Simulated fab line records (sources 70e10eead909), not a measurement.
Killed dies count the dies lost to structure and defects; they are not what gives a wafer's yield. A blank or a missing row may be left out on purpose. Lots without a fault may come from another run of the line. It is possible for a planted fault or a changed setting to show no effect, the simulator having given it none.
Shared-tool check || flow nandHarc || 12 lots and 36 wafers in the sample

## THE REASON FOR OPENING IT
On 2 of the 12 lots, a flag is raised at NHARC_END_SORT_01 on the reading sort_bin_3_pct. Wafers without a fault read 0.26 %, standard deviation 0.22.
Rule: a lot is flagged when every wafer of it that has a number lies more than 4 standard deviations from that mean, or none has a number. The other lots count as sound.

{"lot": "L784", "measured": "day 19 19:05", "on": "prober-02", "sort_bin_3_pct (%), wafer by wafer": "0 0.15 0.30", "flag": ""}
{"lot": "L787", "measured": "day 19 19:56", "on": "prober-01", "sort_bin_3_pct (%), wafer by wafer": "0 0.30 0.59", "flag": ""}
{"lot": "L786", "measured": "day 20 03:46", "on": "prober-02", "sort_bin_3_pct (%), wafer by wafer": "0.15 0.15 0.30", "flag": ""}
{"lot": "L788", "measured": "day 20 04:32", "on": "prober-01", "sort_bin_3_pct (%), wafer by wafer": "0 0.15 0.15", "flag": ""}
{"lot": "L783", "measured": "day 20 10:50", "on": "prober-01", "sort_bin_3_pct (%), wafer by wafer": "0.15 0.15 0", "flag": ""}
{"lot": "L790", "measured": "day 21 04:25", "on": "prober-01", "sort_bin_3_pct (%), wafer by wafer": "1.18 2.95 3.10", "flag": "FLAGGED"}
{"lot": "L791", "measured": "day 22 06:06", "on": "prober-02", "sort_bin_3_pct (%), wafer by wafer": "2.51 2.66 2.22", "flag": "FLAGGED"}
{"lot": "L800", "measured": "day 23 15:24", "on": "prober-02", "sort_bin_3_pct (%), wafer by wafer": "0.15 0.30 0.30", "flag": ""}
{"lot": "L801", "measured": "day 23 21:23", "on": "prober-01", "sort_bin_3_pct (%), wafer by wafer": "0.30 0 0.15", "flag": ""}
{"lot": "L802", "measured": "day 23 23:07", "on": "prober-02", "sort_bin_3_pct (%), wafer by wafer": "0.59 0.30 0.59", "flag": ""}
{"lot": "L804", "measured": "day 24 23:00", "on": "prober-01", "sort_bin_3_pct (%), wafer by wafer": "0.89 0.44 0.30", "flag": ""}
{"lot": "L806", "measured": "day 25 15:06", "on": "prober-02", "sort_bin_3_pct (%), wafer by wafer": "0.30 0.15 0", "flag": ""}
On average the flagged lots' numbers are 2.44 %, which is +2.18 % against the usual, or +10 standard deviations.

## EACH LOT AND THE TOOL IT RAN ON
Before the reading, the record contains 3 process steps out of a 1159-step route. Each cell gives the tool, then ch followed by the chambers the sampled wafers passed through, then the start.
{"lot": "L784", "flag": "", "NHARC_A_BONDPAD_DEP_00": "pecvd-01 ch 1,2, day 18 00:32", "NHARC_A_BONDPAD_ETCH_24": "rieDiel-08 ch 0,3, day 18 02:40", "NHARC_THIN_TSV_GRIND_00": "grinder-01 ch 0, day 18 19:01"}
{"lot": "L787", "flag": "", "NHARC_A_BONDPAD_DEP_00": "pecvd-01 ch 0,2, day 18 05:00", "NHARC_A_BONDPAD_ETCH_24": "rieDiel-08 ch 0,1,3, day 18 20:24 or earlier", "NHARC_THIN_TSV_GRIND_00": "grinder-01 ch 0, day 18 20:24"}
{"lot": "L786", "flag": "", "NHARC_A_BONDPAD_DEP_00": "pecvd-02 ch 0,2, day 18 06:38", "NHARC_A_BONDPAD_ETCH_24": "rieDiel-06 ch 0,1, day 18 21:35 or earlier", "NHARC_THIN_TSV_GRIND_00": "grinder-01 ch 0, day 18 21:35"}
{"lot": "L788", "flag": "", "NHARC_A_BONDPAD_DEP_00": "pecvd-02 ch 0,1, day 18 09:52", "NHARC_A_BONDPAD_ETCH_24": "rieDiel-10 ch 1,3, day 19 00:12 or earlier", "NHARC_THIN_TSV_GRIND_00": "grinder-01 ch 0, day 19 00:12"}
{"lot": "L783", "flag": "", "NHARC_A_BONDPAD_DEP_00": "pecvd-01 ch 1,2, day 18 07:30", "NHARC_A_BONDPAD_ETCH_24": "rieDiel-06 ch 0,1,2, day 18 22:35 or earlier", "NHARC_THIN_TSV_GRIND_00": "grinder-01 ch 0, day 18 22:35"}
{"lot": "L790", "flag": "FLAGGED", "NHARC_A_BONDPAD_DEP_00": "pecvd-01 ch 0,2, day 19 05:25", "NHARC_A_BONDPAD_ETCH_24": "rieDiel-06 ch 0,3, day 19 20:31 or earlier", "NHARC_THIN_TSV_GRIND_00": "grinder-01 ch 0, day 19 20:31"}
{"lot": "L791", "flag": "FLAGGED", "NHARC_A_BONDPAD_DEP_00": "pecvd-01 ch 0,1,2, day 19 21:40", "NHARC_A_BONDPAD_ETCH_24": "rieDiel-08 ch 1,3, day 20 20:07 or earlier", "NHARC_THIN_TSV_GRIND_00": "grinder-01 ch 0, day 20 20:07"}
{"lot": "L800", "flag": "", "NHARC_A_BONDPAD_DEP_00": "pecvd-02 ch 0,2, day 22 07:16", "NHARC_A_BONDPAD_ETCH_24": "rieDiel-06 ch 0,1,2, day 22 21:43 or earlier", "NHARC_THIN_TSV_GRIND_00": "grinder-01 ch 0, day 22 21:43"}
{"lot": "L801", "flag": "", "NHARC_A_BONDPAD_DEP_00": "pecvd-01 ch 0,2, day 22 12:13", "NHARC_A_BONDPAD_ETCH_24": "rieDiel-08 ch 0,2,3, day 23 04:13 or earlier", "NHARC_THIN_TSV_GRIND_00": "grinder-01 ch 0, day 23 04:13"}
{"lot": "L802", "flag": "", "NHARC_A_BONDPAD_DEP_00": "pecvd-01 ch 0,1, day 22 12:41", "NHARC_A_BONDPAD_ETCH_24": "rieDiel-08 ch 0,3, day 23 02:49 or earlier", "NHARC_THIN_TSV_GRIND_00": "grinder-01 ch 0, day 23 02:49"}
{"lot": "L804", "flag": "", "NHARC_A_BONDPAD_DEP_00": "pecvd-02 ch 0,1, day 23 12:31", "NHARC_A_BONDPAD_ETCH_24": "rieDiel-06 ch 1,2, day 24 03:23 or earlier", "NHARC_THIN_TSV_GRIND_00": "grinder-01 ch 0, day 24 03:23"}
{"lot": "L806", "flag": "", "NHARC_A_BONDPAD_DEP_00": "pecvd-01 ch 0,1, day 24 06:04", "NHARC_A_BONDPAD_ETCH_24": "rieDiel-06 ch 0,3, day 24 20:22 or earlier", "NHARC_THIN_TSV_GRIND_00": "grinder-01 ch 0, day 24 20:22"}
What these steps do:
- NHARC_A_BONDPAD_DEP_00: deposits SiCN, target thk 250 nm.
- NHARC_A_BONDPAD_ETCH_24: etches the open film in CF4/N2, target depth 30 nm, time 72.99 s.
- NHARC_THIN_TSV_GRIND_00
- NHARC_END_SORT_01

## FLAGGED OVER TOTAL, TOOL BY TOOL (the gauges that took the reading come last)
{"step": "NHARC_A_BONDPAD_DEP_00", "tool": "pecvd-01", "lots run": 8, "flagged": 2, "share of the flagged lots": "all", "sound lots run after its first flagged lot": "3 (L801,L802,L806)"}
{"step": "NHARC_A_BONDPAD_DEP_00", "tool": "pecvd-02", "lots run": 4, "flagged": 0, "share of the flagged lots": "none", "sound lots run after its first flagged lot": "-"}
{"step": "NHARC_A_BONDPAD_ETCH_24", "tool": "rieDiel-06", "lots run": 6, "flagged": 1, "share of the flagged lots": "some", "sound lots run after its first flagged lot": "3 (L800,L804,L806)"}
{"step": "NHARC_A_BONDPAD_ETCH_24", "tool": "rieDiel-08", "lots run": 5, "flagged": 1, "share of the flagged lots": "some", "sound lots run after its first flagged lot": "2 (L801,L802)"}
{"step": "NHARC_A_BONDPAD_ETCH_24", "tool": "rieDiel-10", "lots run": 1, "flagged": 0, "share of the flagged lots": "none", "sound lots run after its first flagged lot": "-"}
{"step": "NHARC_THIN_TSV_GRIND_00", "tool": "grinder-01", "lots run": 12, "flagged": 2, "share of the flagged lots": "all", "sound lots run after its first flagged lot": "5 (L800,L802,L801,L804,L806)"}
{"step": "NHARC_END_SORT_01", "tool": "prober-01", "lots run": 6, "flagged": 1, "share of the flagged lots": "some", "sound lots run after its first flagged lot": "2 (L801,L804)"}
{"step": "NHARC_END_SORT_01", "tool": "prober-02", "lots run": 6, "flagged": 1, "share of the flagged lots": "some", "sound lots run after its first flagged lot": "3 (L800,L802,L806)"}
Because NHARC_A_BONDPAD_ETCH_24 lacks a start for some lots, the hours and order of its lots are taken from NHARC_THIN_TSV_GRIND_00.

## WHAT THE TABLE ALLOWS
Table rows that saw every flagged lot: 2, namely pecvd-01 at NHARC_A_BONDPAD_DEP_00 and grinder-01 at NHARC_THIN_TSV_GRIND_00.
- pecvd-01 at NHARC_A_BONDPAD_DEP_00: 2 of its 8 lots flagged. Lots that were sound ran on it after the first flagged one (L801, L802, L806); a persistent fault on the entire tool would not allow that.
- grinder-01 at NHARC_THIN_TSV_GRIND_00: 2 of its 12 lots flagged. Lots that were sound ran on it after the first flagged one (L800, L802, L801, L804, L806); a persistent fault on the entire tool would not allow that.
No row of the table ran every flagged lot and no sound lot after the first.

## WHAT HAD BEEN PUT IN BY THE SIMULATOR
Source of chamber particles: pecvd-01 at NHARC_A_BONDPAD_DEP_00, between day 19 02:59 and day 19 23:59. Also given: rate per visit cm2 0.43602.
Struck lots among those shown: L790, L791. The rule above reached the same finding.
